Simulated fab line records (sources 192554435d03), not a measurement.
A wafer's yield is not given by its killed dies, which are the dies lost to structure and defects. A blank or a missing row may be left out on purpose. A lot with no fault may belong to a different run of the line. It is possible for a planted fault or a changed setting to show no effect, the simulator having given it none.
A lot that was struck, set against a sound lot :: flow n5Finfet :: 38 out of 1938 route steps
Sound: wafers L398.1, L398.3, L398.4. Struck: wafer L409.4 (L409.2, L409.6, from the same lot, were not struck and are left out); the cause is given at the end.
Per side, at each step with rows, come the tool, then ch with its chambers, and then its first start. Under that, the readings that differ: sound wafers :: struck wafers :: difference of the means :: sigmas: that difference in standard deviations of wafers without a fault.
alike: words and numbers the same on both sides, and readings whose means are apart by under 2 such deviations; not compared: readings that were withheld, readings missing a value for some wafer, numbers with overlapping values and no deviation given by the record, and bounds like >300 which may hide the same value.
Wherever a step has rows on one side only, a row that says differs or no value, or a row with sigmas, the two part there. Numbers that have no deviation but don't overlap get no sigmas and don't part them. A reading missing from all wafers of one side parts the sides only when that side holds two or more wafers.

first, 9 steps without rows for these wafers: N5_BEOL_M1_ANNEAL_95 (time 240 s); N5_BEOL_M1_SPUTTER_96 (material Cu, target thk 4.5 nm, time 8.29 s); N5_BEOL_M1_ECD_50 (material Cu, target thk 300 nm); N5_BEOL_M1_ANNEAL_51 (time 90 s); N5_BEOL_M1_CMP_52 (polishes, stops on SiOC, t overpolish 6.8 s, target thk 40 nm); N5_BEOL_M1_PRE_CLEAN_60 (time 15 s); N5_BEOL_M1_CO_CAP_55 (material Co, precursor CCTBA/H2, target thk 2 nm, time 102.1 s); N5_BEOL_M1_PRE_CLEAN_56 (time 15 s); N5_BEOL_M1_DEP_57 (deposits SiCN from 3MS/NH3, target thk 8 nm, time 14 s).
N5_BEOL_M2_ILD_DEP_00: deposits SiOC from DEMS/O2, target thk 79 nm, time 15.3 s.
  sound on pecvd-02 ch 0,2, day 7 06:58; struck on pecvd-02 ch 2, day 10 00:47
reading: model.SiOC_of_BEOL_M2_ILD_DEP_00.thkNm (nm)
sound: 78 78.8 79.4
struck: 74.6
difference: -4.1
sigmas: 
  alike: heaterPowerW, showerheadPlenumPTorr, throttleValvePct
N5_BEOL_M2_THK_MEAS_01:
  struck on filmMetro-02, day 10 00:51; sound on filmMetro-02, day 7 07:02
reading: M2_ILD_THK (nm)
sound: 78.1 78.8 79.3
struck: 74.6
difference: -4.1
sigmas: -4
then, 24 steps without rows for these wafers: N5_BEOL_M2_PECVD_72 (deposits SiO2 from TEOS/O2, target thk 16 nm, time 18 s); N5_BEOL_M2_HM_DEP_02 (deposits TiN, target thk 20 nm); N5_BEOL_M2_COAT_61 (time 60 s, resist thk 60 nm); N5_BEOL_M2_COAT_62 (time 60 s, resist thk 12 nm); N5_BEOL_M2_COAT_73 (time 60 s, resist thk 5 nm); N5_BEOL_M2_COAT_05 (resist thk 30 nm); N5_BEOL_M2_EBR_07; N5_BEOL_M2_SOFTBAKE_06 (time 60 s); N5_BEOL_M2_EXPOSE_08 (exposes mask M2); N5_BEOL_M2_PEB_09 (peb time 60 s); N5_BEOL_M2_DEVELOP_10 (develop time 30 s); N5_BEOL_M2_DESCUM_16 (chemistry O2, time 7 s); N5_BEOL_M2_ETCH_74 (etches underlayer in N2/H2, target depth 6.5 nm, time 5.2 s); N5_BEOL_M2_ETCH_63 (etches SiARC in CF4, target depth 15.6 nm, time 26 s); N5_BEOL_M2_ETCH_64 (etches SOC in N2/H2, target depth 75 nm, overetch 22.5 nm, time 121.9 s); N5_BEOL_M2_STRIP_65 (strips in N2/H2); N5_BEOL_M2_STRIP_75 (strips in N2/H2); N5_BEOL_M2_STRIP_66 (strips in CF4); N5_BEOL_M2_HM_OPEN_17 (chemistry Cl2/BCl3, target TiN, target depth 20 nm, overetch 6 nm); N5_BEOL_M2_STRIP_19 (strips in O2); N5_BEOL_M2_COAT_67 (time 60 s, resist thk 60 nm); N5_BEOL_M2_COAT_68 (time 60 s, resist thk 12 nm); N5_BEOL_M2_COAT_76 (time 60 s, resist thk 5 nm); N5_BEOL_M2_COAT_22 (resist thk 30 nm).
N5_BEOL_M2_CMP_52: polishes, stops on SiOC, t overpolish 6.8 s, target thk 40 nm.
  sound on cmp-04 ch 0,1,3, day 7 17:18; struck on cmp-01 ch 3, day 10 08:41
reading: model.SiOC_of_BEOL_M2_ILD_DEP_00.thkNm (nm)
sound: 75 75.8 76.4
struck: 71.6
difference: -4.1
sigmas: 
  alike: edgeZonePressureFrac, motorCurrentA, platenRpm, retainingRingPressureFrac
N5_BEOL_M4_RC_MEAS_101:
  sound on prober-02 ch 0, day 8 14:29; struck on prober-02 ch 0, day 11 14:23
reading: DIBL_N (mV/V)
sound: 33.2 34.1 33.8
struck: 39.2
difference: +5.5
sigmas: +3

reading: DIBL_P (mV/V)
sound: 34.0 33.9 34.1
struck: 39.5
difference: +5.5
sigmas: +3

reading: IOFF_N (nA/um)
sound: 0.116 0.121 0.112
struck: 0.203
difference: +0.087
sigmas: +3

reading: IOFF_P (nA/um)
sound: 0.15 0.14 0.14
struck: 0.25
difference: +0.11
sigmas: +3

reading: SS_N (mV/dec)
sound: 70.9 70.6 71.2
struck: 72.8
difference: +1.9
sigmas: +3

reading: SS_P (mV/dec)
sound: 71.6 72.2 72.1
struck: 74.5
difference: +2.5
sigmas: +4

reading: VT_P (mV)
sound: -258 -258 -260
struck: -250
difference: +9
sigmas: +3
  alike: ION_N, ION_P, VT_N
N5_PASSIVATION_PROBE_49:
  sound wafers here have rows in the record (prober-01, day 12 20:50); struck ones have none

== WHERE THEY PART ==
At N5_BEOL_M2_THK_MEAS_01 first; at N5_PASSIVATION_PROBE_49 last (within this record only).

WHY: the cause the simulator had injected
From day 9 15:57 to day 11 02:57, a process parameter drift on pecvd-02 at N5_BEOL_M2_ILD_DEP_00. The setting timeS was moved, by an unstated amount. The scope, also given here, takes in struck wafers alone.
